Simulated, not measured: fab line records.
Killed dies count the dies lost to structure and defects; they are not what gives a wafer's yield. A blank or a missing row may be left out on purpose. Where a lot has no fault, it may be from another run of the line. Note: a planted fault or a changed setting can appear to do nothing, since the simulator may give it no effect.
Which tool was responsible?    flow nand-harc    45 wafers sampled from 15 lots at 1 step of a route of 1159

WHAT EACH GAUGE READ, for each wafer
NHARC_P_GATE_INSPECT_28.
lot   measured      on                 raw-defect-count
L524  day 6 08:04   defect-inspect-01  4 1 4
L525  day 6 08:14   defect-inspect-02  3 1 4
L523  day 6 08:35   defect-inspect-02  8 3 2
L528  day 6 10:34   defect-inspect-01  9 7 11
L530  day 6 10:42   defect-inspect-02  6 7 10
L531  day 6 11:16   defect-inspect-02  6 7 6
L532  day 6 22:09   defect-inspect-02  3 8 7
L537  day 8 02:38   defect-inspect-02  7 9 5
L538  day 8 08:35   defect-inspect-01  7 9 8
L539  day 8 15:36   defect-inspect-02  13 9 4
L541  day 8 22:41   defect-inspect-01  8 2 8
L542  day 9 09:43   defect-inspect-02  1 9 8
L544  day 9 16:01   defect-inspect-02  8 6 6
L546  day 10 04:54  defect-inspect-01  7 8 4
L545  day 10 05:26  defect-inspect-01  3 4 6

WHAT TOOL EACH LOT RAN ON (gives the tool, then ch and the chambers of the sampled wafers, and finally the start)
No process step before these readings appears in the record.

WHAT THE TOOLS THEMSELVES READ (means of the sampled wafers that have a number; where no wafer has one, the mark that the record gives instead)
The record holds no such reading with a usual standard deviation.

THE ANSWER, worked out from the rows above alone
Rule: usual is defined by the lots themselves. The widest of any qualifying gaps counts: lots, ordered by their means at a reading, are off when they make up no more than a third of the lots, leave a main group of 4 or more, and stand apart from it by 3 or more times the standard deviation of that group's means. A main group is skipped when, at the precision printed for the reading in the tables above, its means are all equal. Also off: a lot with no number at a reading for which 4 or more lots have one. Any other lot the step has rows for is counted as sound. First the gauges in route order, then the tools' own readings, where a lot's mean is used as printed above. The first step at which some lot is off is used, and at that step the reading that is off furthest; a lot without a number counts as furthest.
Across all readings shown, no lot is off: no conclusion can be drawn from this.

WHAT WAS PUT IN BY THE SIMULATOR
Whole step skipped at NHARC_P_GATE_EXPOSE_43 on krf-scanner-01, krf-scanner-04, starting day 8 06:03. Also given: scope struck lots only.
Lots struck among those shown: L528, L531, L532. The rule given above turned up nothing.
